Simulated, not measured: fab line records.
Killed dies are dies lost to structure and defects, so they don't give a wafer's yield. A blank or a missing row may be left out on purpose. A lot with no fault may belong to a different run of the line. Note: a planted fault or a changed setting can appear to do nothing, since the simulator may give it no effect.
Which of the tools did it? + flow n5_finfet + 24 lots, 72 wafers sampled, at 6 steps of a route of 1938

== WHAT THE GAUGES READ, wafer by wafer ==
N5_WELL_APT_OVL_MEAS_09. Usual: NWELL_OVL 1 nm, standard deviation 4.8.
| lot  | measured    | on         | NWELL_OVL (nm) | flag |
|------|-------------|------------|----------------|------|
| L074 | day 1 13:43 | overlay-02 | -11 1 -7       |      |
| L075 | day 1 20:00 | overlay-01 | -5 -6 0        |      |
| L076 | day 2 01:47 | overlay-02 | -5 -3 1        |      |
| L077 | day 2 07:57 | overlay-02 | -3 0 8         |      |
| L078 | day 2 14:01 | overlay-01 | 0 -1 7         |      |
| L079 | day 2 19:46 | overlay-02 | 7 -6 0         |      |
| L080 | day 3 01:52 | overlay-02 | -1 -4 2        |      |
| L081 | day 3 07:43 | overlay-02 | -3 1 -3        |      |
| L082 | day 3 14:02 | overlay-02 | -2 3 2         |      |
| L083 | day 3 19:43 | overlay-02 | -5 1 -6        |      |
| L084 | day 4 01:36 | overlay-02 | -1 3 -2        |      |
| L085 | day 4 07:48 | overlay-01 | -2 0 -3        |      |
| L086 | day 4 13:43 | overlay-01 | 6 12 8         |      |
| L087 | day 4 19:37 | overlay-01 | -1 -2 -4       |      |
| L088 | day 5 01:43 | overlay-02 | 3 2 -5         |      |
| L089 | day 5 08:02 | overlay-01 | -11 0 -6       |      |
| L090 | day 5 13:43 | overlay-01 | -6 11 6        |      |
| L091 | day 5 19:51 | overlay-02 | 6 2 2          |      |
| L092 | day 6 01:43 | overlay-02 | 6 2 2          |      |
| L093 | day 6 07:35 | overlay-01 | 10 11 7        |      |
| L094 | day 6 13:36 | overlay-02 | 1 7 -3         |      |
| L095 | day 6 19:35 | overlay-01 | 2 3 5          |      |
| L096 | day 7 01:43 | overlay-01 | 0 5 0          |      |
| L097 | day 7 07:44 | overlay-01 | 1 1 5          |      |

N5_WELL_APT_OVL_MEAS_26. Usual: PWELL_OVL -3 nm, standard deviation 5.
| lot  | measured    | on         | PWELL_OVL (nm) | flag |
|------|-------------|------------|----------------|------|
| L074 | day 1 15:06 | overlay-01 | 1 -1 3         |      |
| L075 | day 1 21:15 | overlay-02 | -9 4 -1        |      |
| L076 | day 2 02:54 | overlay-02 | 2 2 -7         |      |
| L077 | day 2 09:11 | overlay-01 | 8 -1 -8        |      |
| L078 | day 2 15:18 | overlay-01 | -5 -4 -3       |      |
| L079 | day 2 20:53 | overlay-01 | 0 -7 -10       |      |
| L080 | day 3 02:59 | overlay-01 | -10 -8 -2      |      |
| L081 | day 3 09:08 | overlay-01 | -3 -3 6        |      |
| L082 | day 3 15:19 | overlay-01 | 1 -1 1         |      |
| L083 | day 3 20:56 | overlay-02 | -2 -4 -3       |      |
| L084 | day 4 02:43 | overlay-01 | -7 -4 -4       |      |
| L085 | day 4 09:04 | overlay-02 | 7 -1 6         |      |
| L086 | day 4 15:10 | overlay-01 | 8 1 1          |      |
| L087 | day 4 20:53 | overlay-02 | 0 -4 -8        |      |
| L088 | day 5 02:50 | overlay-01 | -6 -3 -6       |      |
| L089 | day 5 09:11 | overlay-02 | -8 -9 -6       |      |
| L090 | day 5 14:58 | overlay-02 | -3 -3 0        |      |
| L091 | day 5 21:24 | overlay-02 | -9 0 0         |      |
| L092 | day 6 02:58 | overlay-01 | 2 8 -10        |      |
| L093 | day 6 08:43 | overlay-01 | -5 -12 -7      |      |
| L094 | day 6 14:43 | overlay-01 | -2 3 0         |      |
| L095 | day 6 20:45 | overlay-02 | -6 -2 -3       |      |
| L096 | day 7 02:59 | overlay-02 | -9 -9 -8       |      |
| L097 | day 7 10:13 | overlay-01 | -3 -6 -5       |      |

N5_FIN_SAQP_CD_MEAS_16: the cd target is 35.6 nm. Usual: cd_nm at 35.5 nm, with a standard deviation of 0.39.
| lot  | measured    | on        | cd_nm (nm)     | flag |
|------|-------------|-----------|----------------|------|
| L074 | day 1 22:25 | cd_sem-03 | 35.2 35.5 35.0 |      |
| L075 | day 2 04:59 | cd_sem-03 | 35.7 35.6 35.7 |      |
| L076 | day 2 10:19 | cd_sem-01 | 35.5 35.2 35.5 |      |
| L077 | day 2 16:14 | cd_sem-01 | 35.5 35.2 35.3 |      |
| L078 | day 2 22:25 | cd_sem-02 | 35.5 35.5 34.7 |      |
| L079 | day 3 05:44 | cd_sem-01 | 35.7 35.9 35.9 |      |
| L080 | day 3 09:53 | cd_sem-02 | 35.9 35.7 35.5 |      |
| L081 | day 3 16:04 | cd_sem-02 | 35.7 35.9 35.8 |      |
| L082 | day 3 21:32 | cd_sem-01 | 35.7 35.5 35.9 |      |
| L083 | day 4 03:58 | cd_sem-01 | 35.8 35.9 35.5 |      |
| L084 | day 4 09:04 | cd_sem-03 | 35.4 35.3 35.6 |      |
| L085 | day 4 15:17 | cd_sem-03 | 35.7 35.1 36.4 |      |
| L086 | day 4 21:14 | cd_sem-01 | 35.5 36.0 36.0 |      |
| L087 | day 5 03:13 | cd_sem-01 | 35.6 35.6 36.0 |      |
| L088 | day 5 09:11 | cd_sem-01 | 35.6 35.6 35.7 |      |
| L089 | day 5 15:59 | cd_sem-01 | 35.8 35.6 35.5 |      |
| L090 | day 5 22:20 | cd_sem-01 | 35.2 35.0 35.3 |      |
| L091 | day 6 05:20 | cd_sem-03 | 35.4 35.3 35.4 |      |
| L092 | day 6 10:07 | cd_sem-03 | 34.9 35.7 34.6 |      |
| L093 | day 6 16:55 | cd_sem-01 | 35.3 35.0 34.8 |      |
| L094 | day 6 21:25 | cd_sem-02 | 35.0 34.9 35.4 |      |
| L095 | day 7 03:19 | cd_sem-03 | 34.5 34.4 34.8 |      |
| L096 | day 7 10:33 | cd_sem-02 | 36.0 35.2 35.4 |      |
| L097 | day 7 17:41 | cd_sem-01 | 35.7 35.7 36.0 |      |

== WHAT TOOL EACH LOT RAN ON (gives the tool, then ch and the chambers of the sampled wafers, and finally the start) ==
| lot  | N5_ZERO_LAYER_PECVD_02         | N5_ZERO_LAYER_STRIP_24              | N5_FIN_SAQP_HM_DEP_03          |
|------|--------------------------------|-------------------------------------|--------------------------------|
| L074 | pecvd-02 ch 0,1, day 1 12:17   | plasma_asher-01 ch 0,1, day 1 12:53 | pecvd-04 ch 0,1,2, day 1 21:36 |
| L075 | pecvd-02 ch 0,1,2, day 1 18:17 | plasma_asher-02 ch 0,1, day 1 19:19 | pecvd-03 ch 0,2, day 2 04:20   |
| L076 | pecvd-03 ch 0,2, day 2 00:18   | plasma_asher-02 ch 0,1, day 2 01:04 | pecvd-04 ch 0,1, day 2 09:32   |
| L077 | pecvd-02 ch 0,1, day 2 06:18   | plasma_asher-02 ch 0,1, day 2 07:14 | pecvd-01 ch 1,2, day 2 15:28   |
| L078 | pecvd-02 ch 0,1, day 2 12:17   | plasma_asher-02 ch 0,1, day 2 13:11 | pecvd-03 ch 0,1, day 2 21:39   |
| L079 | pecvd-01 ch 0,1, day 2 18:17   | plasma_asher-02 ch 0,1, day 2 18:58 | pecvd-04 ch 0,1,2, day 3 04:56 |
| L080 | pecvd-02 ch 0,1, day 3 00:19   | plasma_asher-01 ch 0,1, day 3 01:04 | pecvd-04 ch 1,2, day 3 09:04   |
| L081 | pecvd-03 ch 1,2, day 3 06:17   | plasma_asher-01 ch 0,1, day 3 07:01 | pecvd-01 ch 0,2, day 3 15:24   |
| L082 | pecvd-02 ch 0,2, day 3 12:17   | plasma_asher-01 ch 0,1, day 3 13:19 | pecvd-01 ch 0,1, day 3 20:53   |
| L083 | pecvd-02 ch 0,1,2, day 3 18:17 | plasma_asher-01 ch 0,1, day 3 19:02 | pecvd-01 ch 0,2, day 4 03:19   |
| L084 | pecvd-01 ch 0,1,2, day 4 00:18 | plasma_asher-01 ch 0,1, day 4 00:55 | pecvd-03 ch 1,2, day 4 08:17   |
| L085 | pecvd-01 ch 1,2, day 4 06:17   | plasma_asher-01 ch 0,1, day 4 07:00 | pecvd-03 ch 0,1, day 4 14:31   |
| L086 | pecvd-01 ch 0,1,2, day 4 12:17 | plasma_asher-02 ch 0,1, day 4 13:02 | pecvd-03 ch 0,1, day 4 20:34   |
| L087 | pecvd-01 ch 0,1,2, day 4 18:17 | plasma_asher-01 ch 0,1, day 4 18:55 | pecvd-01 ch 0,1,2, day 5 02:26 |
| L088 | pecvd-01 ch 0,1,2, day 5 00:17 | plasma_asher-02 ch 0,1, day 5 00:53 | pecvd-04 ch 0,1,2, day 5 08:24 |
| L089 | pecvd-01 ch 0,1,2, day 5 06:17 | plasma_asher-01 ch 0,1, day 5 07:12 | pecvd-01 ch 0,1,2, day 5 15:20 |
| L090 | pecvd-01 ch 0,1,2, day 5 12:17 | plasma_asher-01 ch 0,1, day 5 13:03 | pecvd-03 ch 1,2, day 5 21:40   |
| L091 | pecvd-01 ch 0,2, day 5 18:17   | plasma_asher-01 ch 1, day 5 19:02   | pecvd-01 ch 0,2, day 6 03:39   |
| L092 | pecvd-02 ch 0,1,2, day 6 00:19 | plasma_asher-02 ch 0,1, day 6 01:02 | pecvd-03 ch 0,1,2, day 6 09:22 |
| L093 | pecvd-01 ch 0,1, day 6 06:17   | plasma_asher-02 ch 0,1, day 6 06:53 | pecvd-01 ch 0,1,2, day 6 15:13 |
| L094 | pecvd-02 ch 0,1,2, day 6 12:17 | plasma_asher-02 ch 0,1, day 6 12:54 | pecvd-01 ch 1,2, day 6 20:38   |
| L095 | pecvd-03 ch 0,1, day 6 18:17   | plasma_asher-01 ch 0,1, day 6 18:53 | pecvd-04 ch 0,1, day 7 02:40   |
| L096 | pecvd-01 ch 0,1,2, day 7 00:17 | plasma_asher-01 ch 1, day 7 00:53   | pecvd-03 ch 0,2, day 7 09:37   |
| L097 | pecvd-01 ch 0,1,2, day 7 06:17 | plasma_asher-02 ch 0,1, day 7 07:01 | pecvd-03 ch 0,1,2, day 7 16:50 |
- N5_ZERO_LAYER_PECVD_02: deposits SiO2 from SiH4/N2O, target thk 10 nm, time 6 s.
- N5_ZERO_LAYER_STRIP_24: strips in O2.
- N5_FIN_SAQP_HM_DEP_03: deposits SiNx from SiH4/NH3/N2, target thk 38 nm, time 33.6 s.

== AS READ BY THE TOOLS THEMSELVES (means over the sampled wafers that have a number; for cases with no such wafer, the mark the record gives instead) ==
N5_ZERO_LAYER_PECVD_02. Usual: heater_power_w 771 W, standard deviation 94; showerhead_plenum_p_Torr 8.20 Torr, standard deviation 0.11; showerhead_vpp_V 1037 V, standard deviation 32.
| lot  | tool     | heater_power_w (W) | showerhead_plenum_p_Torr (Torr) | showerhead_vpp_V (V) | flag |
|------|----------|--------------------|---------------------------------|----------------------|------|
| L074 | pecvd-02 | 819                | 8.20                            | 1048                 |      |
| L075 | pecvd-02 | 736                | 8.21                            | 1031                 |      |
| L076 | pecvd-03 | 673                | 8.26                            | 1028                 |      |
| L077 | pecvd-02 | 791                | 8.20                            | 1055                 |      |
| L078 | pecvd-02 | 824                | 8.22                            | 1049                 |      |
| L079 | pecvd-01 | 859                | 8.07                            | 1053                 |      |
| L080 | pecvd-02 | 860                | 8.21                            | 1068                 |      |
| L081 | pecvd-03 | 763                | 8.25                            | 1014                 |      |
| L082 | pecvd-02 | 743                | 8.20                            | 980                  |      |
| L083 | pecvd-02 | 764                | 8.20                            | 1017                 |      |
| L084 | pecvd-01 | 811                | 8.16                            | 1050                 |      |
| L085 | pecvd-01 | 852                | 8.28                            | 1056                 |      |
| L086 | pecvd-01 | 773                | 8.17                            | 1050                 |      |
| L087 | pecvd-01 | 810                | 8.19                            | 1042                 |      |
| L088 | pecvd-01 | 797                | 8.18                            | 1045                 |      |
| L089 | pecvd-01 | 772                | 8.18                            | 1048                 |      |
| L090 | pecvd-01 | 773                | 8.18                            | 1044                 |      |
| L091 | pecvd-01 | 813                | 8.08                            | 1028                 |      |
| L092 | pecvd-02 | 714                | 8.21                            | 1021                 |      |
| L093 | pecvd-01 | 814                | 8.08                            | 1037                 |      |
| L094 | pecvd-02 | 741                | 8.21                            | 1014                 |      |
| L095 | pecvd-03 | 696                | 8.23                            | 1030                 |      |
| L096 | pecvd-01 | 802                | 8.17                            | 1060                 |      |
| L097 | pecvd-01 | 821                | 8.18                            | 1050                 |      |

N5_ZERO_LAYER_STRIP_24. Usual: drypump_motor_current_A 6.18 A, standard deviation 0.21; heater_power_w 354 W, standard deviation 30; oes_product_au 0.647 a.u., standard deviation 0.0044; strip_time_to_endpoint_s 43.86 s, standard deviation 0.1.
| lot  | tool            | drypump_motor_current_A (A) | heater_power_w (W) | oes_product_au (a.u.) | strip_time_to_endpoint_s (s) | flag |
|------|-----------------|-----------------------------|--------------------|-----------------------|------------------------------|------|
| L074 | plasma_asher-01 | 6.12                        | 357                | 0.646                 | 43.79                        |      |
| L075 | plasma_asher-02 | 6.17                        | 333                | 0.651                 | 43.80                        |      |
| L076 | plasma_asher-02 | 6.16                        | 334                | 0.649                 | 43.76                        |      |
| L077 | plasma_asher-02 | 6.36                        | 362                | 0.644                 | 43.98                        |      |
| L078 | plasma_asher-02 | 6.17                        | 335                | 0.645                 | 43.78                        |      |
| L079 | plasma_asher-02 | 6.15                        | 332                | 0.649                 | 44.02                        |      |
| L080 | plasma_asher-01 | 6.11                        | 361                | 0.647                 | 43.90                        |      |
| L081 | plasma_asher-01 | 6.11                        | 361                | 0.649                 | 43.96                        |      |
| L082 | plasma_asher-01 | 6.13                        | 362                | 0.648                 | 43.69                        |      |
| L083 | plasma_asher-01 | 6.12                        | 362                | 0.647                 | 43.98                        |      |
| L084 | plasma_asher-01 | 6.09                        | 358                | 0.647                 | 43.86                        |      |
| L085 | plasma_asher-01 | 6.12                        | 359                | 0.650                 | 43.77                        |      |
| L086 | plasma_asher-02 | 6.18                        | 336                | 0.648                 | 43.85                        |      |
| L087 | plasma_asher-01 | 6.13                        | 364                | 0.648                 | 43.93                        |      |
| L088 | plasma_asher-02 | 6.36                        | 360                | 0.645                 | 43.91                        |      |
| L089 | plasma_asher-01 | 6.14                        | 364                | 0.643                 | 43.93                        |      |
| L090 | plasma_asher-01 | 6.13                        | 366                | 0.645                 | 43.93                        |      |
| L091 | plasma_asher-01 | 6.11                        | 363                | 0.649                 | 43.88                        |      |
| L092 | plasma_asher-02 | 6.35                        | 360                | 0.647                 | 44.00                        |      |
| L093 | plasma_asher-02 | 6.16                        | 335                | 0.648                 | 43.91                        |      |
| L094 | plasma_asher-02 | 6.35                        | 354                | 0.646                 | 43.77                        |      |
| L095 | plasma_asher-01 | 6.12                        | 361                | 0.646                 | 43.66                        |      |
| L096 | plasma_asher-01 | 6.10                        | 362                | 0.644                 | 43.86                        |      |
| L097 | plasma_asher-02 | 6.35                        | 359                | 0.649                 | 43.93                        |      |

N5_FIN_SAQP_HM_DEP_03. Usual: heater_power_w 780 W, standard deviation 100; showerhead_plenum_p_Torr 5.17 Torr, standard deviation 0.07; showerhead_vpp_V 1082 V, standard deviation 18; throttle_valve_pct 40.1 %, standard deviation 1.7.
| lot  | tool     | heater_power_w (W) | showerhead_plenum_p_Torr (Torr) | showerhead_vpp_V (V) | throttle_valve_pct (%) | flag |
|------|----------|--------------------|---------------------------------|----------------------|------------------------|------|
| L074 | pecvd-04 | 878                | 5.15                            | 1080                 | 41.6                   |      |
| L075 | pecvd-03 | 720                | 5.21                            | 1070                 | 40.0                   |      |
| L076 | pecvd-04 | 965                | 5.07                            | 1087                 | 43.8                   |      |
| L077 | pecvd-01 | 782                | 5.21                            | 1101                 | 39.3                   |      |
| L078 | pecvd-03 | 666                | 5.19                            | 1083                 | 38.9                   |      |
| L079 | pecvd-04 | 880                | 5.15                            | 1078                 | 41.6                   |      |
| L080 | pecvd-04 | 792                | 5.22                            | 1083                 | 40.7                   |      |
| L081 | pecvd-01 | 741                | 5.10                            | 1088                 | 39.9                   |      |
| L082 | pecvd-01 | 827                | 5.10                            | 1095                 | 40.4                   |      |
| L083 | pecvd-01 | 746                | 5.11                            | 1089                 | 40.1                   |      |
| L084 | pecvd-03 | 727                | 5.21                            | 1074                 | 39.8                   |      |
| L085 | pecvd-03 | 662                | 5.18                            | 1058                 | 38.9                   |      |
| L086 | pecvd-03 | 719                | 5.17                            | 1072                 | 38.6                   |      |
| L087 | pecvd-01 | 820                | 5.15                            | 1096                 | 39.6                   |      |
| L088 | pecvd-04 | 820                | 5.14                            | 1072                 | 41.7                   |      |
| L089 | pecvd-01 | 734                | 5.16                            | 1095                 | 39.8                   |      |
| L090 | pecvd-03 | 800                | 5.21                            | 1073                 | 39.8                   |      |
| L091 | pecvd-01 | 717                | 5.17                            | 1083                 | 39.7                   |      |
| L092 | pecvd-03 | 731                | 5.19                            | 1062                 | 39.4                   |      |
| L093 | pecvd-01 | 810                | 5.17                            | 1086                 | 39.8                   |      |
| L094 | pecvd-01 | 740                | 5.21                            | 1101                 | 39.2                   |      |
| L095 | pecvd-04 | 899                | 5.09                            | 1086                 | 43.6                   |      |
| L096 | pecvd-03 | 659                | 5.20                            | 1082                 | 39.4                   |      |
| L097 | pecvd-03 | 725                | 5.20                            | 1068                 | 39.4                   |      |

== THE ANSWER, worked out from the rows above alone ==
Rule: a lot is off if the mean of its wafers that have a number lies more than 3 standard deviations from the usual mean. A lot without any number at a reading at which 4 lots or more have one is off too. Any other lot the step has rows for is counted as sound. Order of review: gauges by route order, followed by the tools' own readings, for which a lot's mean as printed above is used. At the first step where some lot is off, the reading lying furthest off is the one used; lots without a number count as furthest.
No lot is off on any of the readings shown, so nothing can be concluded from this.

== WHAT THE SIMULATOR HAD PUT IN ==
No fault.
